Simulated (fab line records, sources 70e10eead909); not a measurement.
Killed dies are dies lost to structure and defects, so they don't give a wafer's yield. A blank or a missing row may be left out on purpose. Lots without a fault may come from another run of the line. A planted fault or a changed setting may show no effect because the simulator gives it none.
fab line records | flow nand_harc
record lots=7 wafers=20 last_day=24
route steps=1159 shown A_STAIRCASE@540 END@1159
lots that met no fault: from a run of the same line without faults
start_h: hours from the record's first day to the start of the lot's first wafer shown | wait_h: hours since the lot's step before | " the same as in the row above | L1.1+2: a row that stands for several wafers | - no value, or no start given | * or withheld: withheld | < > ~ a bound
route shown NAME@n: a module of which the file shows steps, and the number in the route of the first | usual: mean/standard deviation of fault-free wafers | same: alike in all rows | chamber/n: place in a boat | sites: the reading at each site | _std_site: their standard deviation | _edge_site: outer sites' mean less inner sites' | radius_mm: how far each site lies from the wafer's centre | mask NAME#n: copy n | behind: the tool/chamber that last shaped the wafer | hold: why the lot was held/for how many hours/how that ended | device: the transistor (n, p or np) that didn't switch | end of line: the same wafers' tests at the end of the route | a step without rows: its recipe alone | killed: dies lost to structure and defects at the first sort, not the wafer's yield | map: a wafer's dies, x killed, . not, _ none there
set.NAME: the setting as run; set.NAME@STEP: as run at that earlier step | model.NAME: the simulator's own value behind a step, which no gauge read
lots at some steps of the route; a table a step, a row a wafer
services: from which hour (start_h, from the record's first day; less than 0 if before it) a tool's chamber was out of use, for how many hours, and why
## steps
# step NHARC_A_STAIRCASE_SOFTBAKE_04
# recipe temp_c=135 time_s=170
# step NHARC_A_STAIRCASE_EBR_05
# step NHARC_A_STAIRCASE_EXPOSE_06
# recipe na=0.5 dose_mj=25.43 mask_id=STAIR
# step NHARC_A_STAIRCASE_PEB_07
# recipe peb_temp_c=115 peb_time_s=130
# step NHARC_A_STAIRCASE_DEVELOP_08
# recipe time_s=140
# step NHARC_A_STAIRCASE_HARDBAKE_10
# recipe temp_c=120 time_s=140
# step NHARC_A_STAIRCASE_DESCUM_11
# recipe time_s=3 o2_flow_sccm=200 ar_flow_sccm=0 bias_power_w=0 chemistry=O2
# step NHARC_A_STAIRCASE_TRIM_12
# recipe time_s=211.2 o2_flow_sccm=500 ar_flow_sccm=0 bias_w=0 chemistry=O2
# usual drypump_motor_current_A=5.5/0.41 oes_product_au=0.999/0.0096 rf_vpp_V=57.8/0.94 showerhead_plenum_p_Torr=3.56/0.17 throttle_valve_pct=17.038/0.0096
# columns lot.wafer tool chamber start_h wait_h drypump_motor_current_A oes_product_au rf_hours_counter_h rf_vpp_V showerhead_plenum_p_Torr throttle_valve_pct
L113.1 rie_diel-13 1 248.81 0.1 5.4 1.004 43 58.2 3.58 17.052
L113.4 " 2 " " 5.5 1.008 48 57.0 3.31 17.043
L113.6 " 0 " " 5.3 0.998 - 57.8 3.65 17.029
L119.1 rie_diel-13 2 272.15 0.1 5.5 0.995 58 56.3 3.31 17.031
L119.3 " 0 " " 5.4 0.991 62 57.9 3.64 17.042
L119.5 " 2 " " 5.5 1.002 - 57.7 3.31 17.038
L123.5 rie_diel-13 0 300.17 0.1 5.4 0.994 - 58.3 3.64 17.041
L123.6 " 1 " " 5.4 0.990 - 56.7 3.57 17.028
L124.2 rie_diel-13 0 308.82 0.1 5.3 1.010 6 58.8 3.64 17.044
L124.6 " 0 " " 5.3 0.997 - 59.3 3.64 17.060
L124.5 " 1 " " 5.4 1.006 - 56.0 3.57 17.035
L126.3 rie_diel-13 1 313.96 0.1 5.4 0.992 8 56.3 3.57 17.038
L126.4 " 2 " " 5.5 0.995 8 57.2 3.30 17.041
L126.1 " 0 " " 5.3 1.007 8 58.7 3.63 17.047
L133.3 rie_diel-13 2 368.96 0.2 5.5 1.004 24 57.4 3.29 17.031
L133.5 " 0 " " 5.3 1.005 - 57.6 3.62 17.042
L133.6 " 1 " " 5.4 1.006 - 57.5 3.56 17.038
L135.3 rie_diel-06 3 378.28 0.1 6.1 0.999 48 57.0 3.33 17.022
L135.4 " 0 " " 5.7 1.000 51 55.7 3.34 17.024
L135.1 " 1 " " 5.0 0.999 50 57.6 3.41 17.034
# step NHARC_A_STAIRCASE_ETCH_13
# recipe target_depth_a=1000 time_s=40.5 ion_energy_ev=400 c4f8_flow_sccm=20 o2_flow_sccm=10 ar_flow_sccm=withheld rf_w=600 bias_w=1000 chemistry=C4F8/O2
# usual oes_product_au=0.940/0.017 rf_vpp_V=897/6.1
# columns lot.wafer tool chamber start_h wait_h oes_product_au rf_hours_counter_h rf_vpp_V
L113.1 rie_diel-13 1 - - 0.922 43 898
L113.4 " 3 " " 0.930 51 888
L113.6 " 1 " " 0.919 - 898
L119.1 rie_diel-13 2 - - 0.922 58 888
L119.3 " 3 " " 0.944 62 887
L119.5 " 1 " " 0.973 - 899
L123.5 rie_diel-13 0 - - 0.957 - 900
L123.6 " 1 " " 0.952 - 897
L124.2 rie_diel-13 0 - - 0.940 6 902
L124.5 " 2 " " 0.927 - 890
L124.6 " 3 " " 0.943 - 905
L126.3 rie_diel-13 3 - - 0.929 10 906
L126.4 " 1 " " 0.933 8 897
L126.1 " 2 " " 0.932 8 887
L133.3 rie_diel-13 0 - - 0.931 26 899
L133.6 " 3 " " 0.957 - 905
L133.5 " 0 " " 0.942 - 900
L135.4 rie_diel-06 3 - - 0.934 48 889
L135.3 " 0 " " 0.942 51 890
L135.1 " 1 " " 0.954 50 890
# step NHARC_A_STAIRCASE_TRIM_14
# recipe time_s=211.2 o2_flow_sccm=500 ar_flow_sccm=0 bias_w=0 chemistry=O2
# usual drypump_motor_current_A=5.5/0.4 oes_product_au=0.999/0.0098 rf_vpp_V=57.9/0.87 showerhead_plenum_p_Torr=3.56/0.17 throttle_valve_pct=17.036/0.0085
# columns lot.wafer tool chamber start_h wait_h drypump_motor_current_A oes_product_au rf_hours_counter_h rf_vpp_V showerhead_plenum_p_Torr throttle_valve_pct
L113.1 rie_diel-13 0 - - 5.4 1.007 50 59.7 3.65 17.038
L113.4 " 1 " " 5.4 1.004 43 58.1 3.58 17.045
L113.6 " 1 " " 5.4 1.005 - 58.5 3.58 17.041
L119.1 rie_diel-13 3 - - 5.8 1.007 62 58.2 3.28 17.041
L119.3 " 0 " " 5.4 0.998 62 58.6 3.64 17.036
L119.5 " 1 " " 5.4 1.005 - 57.7 3.57 17.027
L123.6 rie_diel-13 2 - - 5.5 1.007 - 58.2 3.31 17.047
L123.5 " 3 " " 5.8 0.994 - 58.1 3.81 17.037
L124.2 rie_diel-13 1 - - 5.4 0.995 6 56.8 3.57 17.030
L124.5 " 3 " " 5.8 1.002 - 58.5 3.80 17.025
L124.6 " 0 " " 5.3 0.997 - 56.7 3.64 17.039
L126.1 rie_diel-13 0 - - 5.4 1.011 8 58.5 3.63 17.038
L126.4 " 1 " " 5.4 1.008 8 58.7 3.57 17.038
L126.3 " 3 " " 5.8 1.007 10 59.2 3.80 17.027
L133.3 rie_diel-13 3 - - 5.8 0.991 28 57.1 3.79 17.036
L133.6 " 0 " " 5.4 0.997 - 58.6 3.62 17.040
L133.5 " 1 " " 5.4 1.009 - 56.4 3.56 17.050
L135.1 rie_diel-06 1 - - 5.0 1.015 50 58.5 3.41 17.033
L135.3 " 2 " " 5.6 1.006 52 58.0 3.78 17.043
L135.4 " 3 " " 6.1 0.995 48 56.5 3.33 17.028
# step NHARC_A_STAIRCASE_ETCH_15
# recipe target_depth_a=1000 time_s=40.5 ion_energy_ev=400 c4f8_flow_sccm=20 o2_flow_sccm=10 ar_flow_sccm=withheld rf_w=600 bias_w=1000 chemistry=C4F8/O2
# usual oes_product_au=0.939/0.012 rf_vpp_V=897/6.2
# columns lot.wafer tool chamber start_h wait_h oes_product_au rf_hours_counter_h rf_vpp_V
L113.4 rie_diel-13 2 - - 0.948 48 887
L113.1 " 3 " " 0.943 51 887
L113.6 " 2 " " 0.929 - 890
L119.3 rie_diel-13 1 - - 0.943 54 898
L119.1 " 3 " " 0.940 62 886
L119.5 " 1 " " 0.941 - 899
L123.6 rie_diel-13 3 - - 0.952 - 906
L123.5 " 0 " " 0.951 - 899
L124.2 rie_diel-13 3 - - 0.928 7 906
L124.6 " 3 " " 0.931 - 904
L124.5 " 0 " " 0.928 - 900
L126.1 rie_diel-13 3 - - 0.937 10 905
L126.3 " 0 " " 0.930 8 899
L126.4 " 1 " " 0.940 8 896
L133.3 rie_diel-13 2 - - 0.938 24 886
L133.6 " 2 " " 0.940 - 888
L133.5 " 3 " " 0.952 - 904
L135.4 rie_diel-06 2 - - 0.942 52 905
L135.1 " 3 " " 0.944 48 890
L135.3 " 1 " " 0.945 51 891
# step NHARC_A_STAIRCASE_TRIM_16
# recipe time_s=211.2 o2_flow_sccm=500 ar_flow_sccm=0 bias_w=0 chemistry=O2
# usual drypump_motor_current_A=5.6/0.41 oes_product_au=1.000/0.01 rf_vpp_V=57.9/1.1 showerhead_plenum_p_Torr=3.56/0.17 throttle_valve_pct=17.037/0.0089
# columns lot.wafer tool chamber start_h wait_h drypump_motor_current_A oes_product_au rf_hours_counter_h rf_vpp_V showerhead_plenum_p_Torr throttle_valve_pct
L113.1 rie_diel-13 2 249.26 - 5.5 1.003 48 58.1 3.31 17.035
L113.4 " 1 " " 5.4 0.998 43 59.1 3.58 17.014
L113.6 " 2 " " 5.5 0.991 - 57.2 3.31 17.041
L119.1 rie_diel-13 3 272.62 - 5.8 1.015 62 57.9 3.28 17.025
L119.3 " 1 " " 5.4 1.010 54 57.9 3.57 17.036
L119.5 " 2 " " 5.5 1.010 - 56.2 3.31 17.030
L123.6 rie_diel-13 0 300.63 - 5.3 0.812 - 57.8 3.64 17.037
L123.5 " 1 " " 5.4 1.005 - 57.9 3.57 17.029
L124.2 rie_diel-13 3 309.85 - 5.8 1.014 7 57.9 3.80 17.050
L124.6 " 0 " " 5.3 0.819 - 59.2 3.64 17.036
L124.5 " 1 " " 5.5 1.004 - 57.4 3.57 17.034
L126.4 rie_diel-13 1 314.50 - 5.4 1.003 8 59.4 3.57 17.040
L126.1 " 3 " " 5.8 0.993 10 58.5 3.80 17.025
L126.3 " 0 " " 5.4 0.818 8 58.1 3.63 17.052
L133.3 rie_diel-13 3 369.45 - 5.8 1.010 28 58.8 3.79 17.037
L133.5 " 2 " " 5.5 1.002 - 56.7 3.29 17.042
L133.6 " 3 " " 5.8 1.005 - 59.4 3.79 17.036
L135.1 rie_diel-06 3 378.80 - 6.1 1.000 48 58.3 3.33 17.014
L135.4 " 0 " " 5.7 0.989 51 57.0 3.34 17.028
L135.3 " 2 " " 5.6 1.000 52 58.1 3.78 17.026
# step NHARC_A_STAIRCASE_ETCH_17
# recipe target_depth_a=1000 time_s=40.5 ion_energy_ev=400 c4f8_flow_sccm=20 o2_flow_sccm=10 ar_flow_sccm=withheld rf_w=600 bias_w=1000 chemistry=C4F8/O2
# usual oes_product_au=0.941/0.012 rf_vpp_V=897/6
# columns lot.wafer tool chamber start_h wait_h oes_product_au rf_hours_counter_h rf_vpp_V
L113.4 rie_diel-13 2 - - 0.934 48 889
L113.1 " 0 " " 0.936 50 899
L113.6 " 3 " " 0.944 - 889
L119.1 rie_diel-13 2 - - 0.936 59 888
L119.3 " 0 " " 0.945 62 898
L119.5 " 3 " " 0.950 - 886
L123.6 rie_diel-13 0 - - 0.945 - 899
L123.5 " 1 " " 0.944 - 897
L124.2 rie_diel-13 0 - - 0.948 6 898
L124.5 " 3 " " 0.951 - 906
L124.6 " 0 " " 0.939 - 901
L126.3 rie_diel-13 0 - - 0.950 8 900
L126.4 " 1 " " 0.946 9 898
L126.1 " 2 " " 0.940 8 889
L133.3 rie_diel-13 0 - - 0.947 26 899
L133.5 " 0 " " 0.951 - 898
L133.6 " 1 " " 0.948 - 896
L135.4 rie_diel-06 3 - - 0.932 48 888
L135.3 " 0 " " 0.932 52 888
L135.1 " 1 " " 0.946 51 891
# step NHARC_END_SORT_01
# recipe temp_c=25
# usual killed_at_array=21/8.9 killed_at_other=0.8/1.3 killed_at_periphery=3.6/2.4 killed_dies=26/8.9 killed_open=3.1/1.8 killed_short=1.9/1.3
# same gross_dies=677
# columns lot.wafer tool chamber start_h wait_h killed_at_array killed_at_other killed_at_periphery killed_dies killed_open killed_short
L126.1 prober-01 0 515.71 2.5 13 0 2 15 1 3
L126.3 prober-01 0 517.32 3.1 12 1 11 24 1 3
L126.4 prober-01 0 518.13 3.4 15 1 4 20 1 1
# killed by level:class
L126.1 A_CHANNEL_HOLE_D1:chamber_film_flake=6 A_CONTACT:chamber_film_flake=4 P_M0:geometric_particle:short=1 A_ONON_D1:geometric_particle:short=1 A_CONTACT:geometric_particle:short=1 A_CONTACT:geometric_particle:open=1 P_ZERO_WELL:chamber_film_flake=1
L126.3 P_M2:chamber_film_flake=8 A_CONTACT:chamber_film_flake=4 P_ZERO_WELL:chamber_film_flake=2 A_CHANNEL_HOLE_D1:chamber_film_flake=2 P_M0:geometric_particle:short=1 A_SGD_CUT:geometric_particle:short=1 A_SGD_CUT:geometric_particle:open=1 A_M1:geometric_particle:short=1
L126.4 A_CONTACT:chamber_film_flake=6 A_CHANNEL_HOLE_D1:chamber_film_flake=4 P_M2:chamber_film_flake=3 A_WL_FILL:chamber_film_flake=2 P_CONTACT:geometric_particle:short=1 A_CONTACT:geometric_particle:open=1 A_ZERO_WELL:chamber_film_flake=1 A_STAIRCASE:chamber_film_flake=1
## services
# columns tool chamber start_h hours kind
rie_diel-13 0 230.89 - clean
rie_diel-13 1 230.89 - clean
rie_diel-13 2 230.89 - clean
rie_diel-13 3 230.89 - clean
rie_diel-06 - 241.51 9.0 pm
rie_diel-13 0 255.39 - clean
rie_diel-13 1 255.39 - clean
rie_diel-13 2 255.39 - clean
rie_diel-13 3 255.39 - clean
rie_diel-06 3 263.77 7.5 repair
rie_diel-13 - 270.66 0.1 repair
rie_diel-13 - 276.05 9.0 pm
rie_diel-13 0 276.05 9.0 vent_cycle
rie_diel-13 1 276.05 9.0 vent_cycle
rie_diel-13 2 276.05 9.0 vent_cycle
rie_diel-13 3 276.05 9.0 vent_cycle
rie_diel-13 0 285.05 - clean
rie_diel-13 1 285.05 - clean
rie_diel-13 2 285.05 - clean
rie_diel-13 3 285.05 - clean
rie_diel-06 2 288.44 2.8 repair
rie_diel-13 2 288.70 9.7 repair
rie_diel-13 2 316.71 5.8 repair
rie_diel-13 - 339.31 0.8 repair
## key
first_sign step=NHARC_A_STAIRCASE_TRIM_16 reading=oes_product_au direction=down sigmas=18 usual=1.000 struck=0.816
effect none on later readings
met_at NHARC_A_STAIRCASE_TRIM_16
struck_wafers L123.6,L124.6,L126.3
tester_left_out L123,L124,L126
onset_between 272.62 300.63
fault kind=process_parameter_drift tool=rie_diel-13 chamber=- onset_h=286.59 steps=NHARC_A_STAIRCASE_TRIM_16 channel=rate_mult offset=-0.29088 shape=step end_h=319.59 scope=struck_wafers_only
# tester_left_out: of these lots the tester's yield and bins aren't shown, on N5 and GAA mostly nor the transistor test; their killed dies are dies lost to structure and defects alone, not to doping, threshold or leakage, so they don't give the yield
